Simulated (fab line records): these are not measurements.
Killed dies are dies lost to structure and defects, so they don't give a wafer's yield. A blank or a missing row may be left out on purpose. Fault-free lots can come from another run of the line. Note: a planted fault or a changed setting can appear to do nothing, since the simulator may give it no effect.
Struck lot and sound lot, side by side | flow n5-finfet | 23 out of 1938 route steps
Sound: these wafers, L678.4, L678.5, L678.6. Wafers L672.1, L672.5, L672.6 were the ones struck. At the end, the cause is stated.
Each step with rows lists, per side, the tool, then ch with its chambers, then its first start. Under that, the readings that differ: sound wafers | struck wafers | difference of the means | sigmas: that difference in standard deviations of wafers without a fault.
alike: a reading whose means differ by less than 2 such deviations, as well as words and numbers matching on both sides. not compared: withheld readings; readings where some wafer has no value; bounds like >300 that might hide an equal value; numbers whose values overlap and for which the record gives no deviation.
Wherever a step has rows on one side only, a row that says differs or no value, or a row with sigmas, the two part there. Non-overlapping numbers with no deviation appear without sigmas and do not part them. Lack of a reading on every wafer of one side parts them only where that side has two or more wafers.

first, 6 steps without rows for these wafers: N5_MOL_CONTACT_COAG_COAT_02 (resist thk 30 nm); N5_MOL_CONTACT_COAG_EBR_04; N5_MOL_CONTACT_COAG_SOFTBAKE_03 (time 60 s); N5_MOL_CONTACT_COAG_EXPOSE_05 (exposes mask CA, defocus 0 nm); N5_MOL_CONTACT_COAG_PEB_06 (peb time 60 s); N5_MOL_CONTACT_COAG_DEVELOP_07 (develop time 30 s).
N5_MOL_CONTACT_COAG_CD_MEAS_08: the cd target is 28 nm.
  sound on cd-sem-01 ch 0, day 7 08:03; struck on cd-sem-01 ch 0, day 6 03:25
  alike: cd-nm
N5_MOL_CONTACT_COAG_OVL_MEAS_09:
  sound on overlay-01 ch 0, day 7 08:05; struck on overlay-01 ch 0, day 6 03:26
  alike: CA_OVL
N5_MOL_CONTACT_COAG_INSPECT_10: inspects for defects (brightfield).
  sound: defect-inspect-02 at day 7 08:08; struck: defect-inspect-02 at day 6 03:30
  alike: raw-defect-count
then, 1 step without rows for these wafers: N5_MOL_CONTACT_COAG_DESCUM_13 (chemistry O2, time 7 s).
N5_MOL_CONTACT_COAG_ETCH_59: etches underlayer in N2/H2, target depth 13 nm, time 10.4 s.
  sound on rie-diel-04 ch 0,1,3, day 7 08:16; struck on rie-diel-04 ch 0,1, day 6 03:34
  alike: bias-w, chamber-pressure-mTorr, drypump-motor-current-A, etch-rf-on-time-s, oes-product-au, rf-vpp-V, showerhead-plenum-p-Torr, throttle-valve-pct
  not compared: rf-hours-counter-h
N5_MOL_CONTACT_COAG_ETCH_105: etches SiARC in CF4, target depth 15.6 nm, time 26 s.
  sound on rie-diel-04 ch 0,1,3, day 7 08:17; struck on rie-diel-04 ch 0,1, day 6 03:35
  alike: bias-w, cf4-flow-sccm, drypump-motor-current-A, etch-rf-on-time-s, oes-product-au, rf-vpp-V, showerhead-plenum-p-Torr, throttle-valve-pct
  not compared: rf-hours-counter-h
N5_MOL_CONTACT_COAG_ETCH_106: etches SOC in N2/H2, target depth 80 nm, overetch 16 nm, time 120 s.
  sound on rie-diel-04 ch 0,1,3, day 7 08:19; struck on rie-diel-04 ch 0,1, day 6 03:37
  no value came back on the struck wafers for any of 7 readings (bias-w (W), chamber-pressure-mTorr (mTorr) and others); on the sound wafers bias-w (W) reads 150.1 149.4 149.3
  reading                                                  | sound     | struck      | difference | sigmas
  model.underlayer_of_MOL_CONTACT_COAG_COAT_58.thk-nm (nm) | 0 0 0     | 10 10 10    | +10        |
  model.SiARC_of_MOL_CONTACT_COAG_COAT_104.thk-nm (nm)     | 6 6.8 6.4 | 12 12 12    | +6         |
  model.CAR-EUV_of_MOL_CONTACT_COAG_COAT_02.thk-nm (nm)    | 0 0 0     | 5.4 5.4 5.4 | +5.4       |
  not compared: rf-hours-counter-h
then, 2 steps without rows for these wafers: N5_MOL_CONTACT_COAG_STRIP_107 (strips in N2/H2); N5_MOL_CONTACT_COAG_STRIP_108 (strips in N2/H2).
N5_MOL_CONTACT_COAG_CONTACT_ETCH_14: etches SiO2 in C4F6/O2, target depth 27.5 nm, overetch 8.5 nm, time 20 s.
  sound on rie-diel-04 ch 0,1,3, day 7 08:25; struck on rie-diel-04 ch 0,1, day 6 03:43
  reading               | sound          | struck         | difference | sigmas
  oes-product-au (a.u.) | 0.76 0.61 0.59 | 0.35 0.34 0.26 | -0.34      | -5
  alike: C4F6_flow_sccm, O2_flow_sccm, drypump-motor-current-A, oes_f_703_au, oes_o_777_au, rf-vpp-V, showerhead-plenum-p-Torr, throttle-valve-pct
  not compared: rf-hours-counter-h
then, 1 step without rows for these wafers: N5_MOL_CONTACT_COAG_STRIP_109 (strips in C4F6/O2).
N5_MOL_CONTACT_COAG_ETCH_15: etches SiNx in CH3F/O2, stops on Si:P, target depth 7 nm.
  sound on rie-diel-04 ch 0,1,3, day 7 08:28; struck on rie-diel-04 ch 0,1, day 6 03:45
  reading               | sound          | struck         | difference | sigmas
  oes-product-au (a.u.) | 0.67 0.53 0.51 | 0.35 0.34 0.26 | -0.25      | -4
  alike: CH3F_flow_sccm, O2_flow_sccm, drypump-motor-current-A, oes_f_703_au, oes_o_777_au, rf-vpp-V, showerhead-plenum-p-Torr, throttle-valve-pct
  not compared: rf-hours-counter-h
N5_MOL_CONTACT_COAG_ETCH_110: etches Si in CF4/O2, target depth 2.5 nm, time 8 s.
  sound on rie-diel-04 ch 0,1,3, day 7 08:31; struck on rie-diel-04 ch 0,1, day 6 03:49
  alike: O2_flow_sccm, bias-w, drypump-motor-current-A, oes_f_703_au, oes_o_777_au, oes-product-au, rf-vpp-V, showerhead-plenum-p-Torr, throttle-valve-pct
  not compared: rf-hours-counter-h
N5_MOL_CONTACT_COAG_STRIP_98: strips in N2/H2.
  sound on rie-diel-04 ch 0,1,3, day 7 08:34; struck on rie-diel-04 ch 0,1, day 6 03:52
  alike: bias-power-w, drypump-motor-current-A, oes-product-au, power-w, rf-vpp-V, showerhead-plenum-p-Torr, throttle-valve-pct
  not compared: rf-hours-counter-h
N5_MOL_CONTACT_COAG_CD_MEAS_99: the cd target is 17.2 nm.
  sound: cd-sem-03 at day 7 08:38; struck: cd-sem-01 at day 6 03:56
  reading    | sound          | struck | difference                    | sigmas
  cd-nm (nm) | 16.7 16.6 17.0 | - - -  | no value on the struck wafers |
next, for these wafers, 1 step has no rows: N5_MOL_CONTACT_COAG_IMPLANT_129.
N5_BEOL_M4_RC_MEAS_101:
  the record has rows for the sound wafers here (prober-02 ch 0, day 13 06:49) and none for the struck ones

## WHERE THEY PART
Earliest at N5_MOL_CONTACT_COAG_ETCH_106; latest, in this record, at N5_BEOL_M4_RC_MEAS_101.

WHY: whatever the simulator had introduced
Step skipped in full: rie-diel-04, at N5_MOL_CONTACT_COAG_ETCH_106, from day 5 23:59 onward. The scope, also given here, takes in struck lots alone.
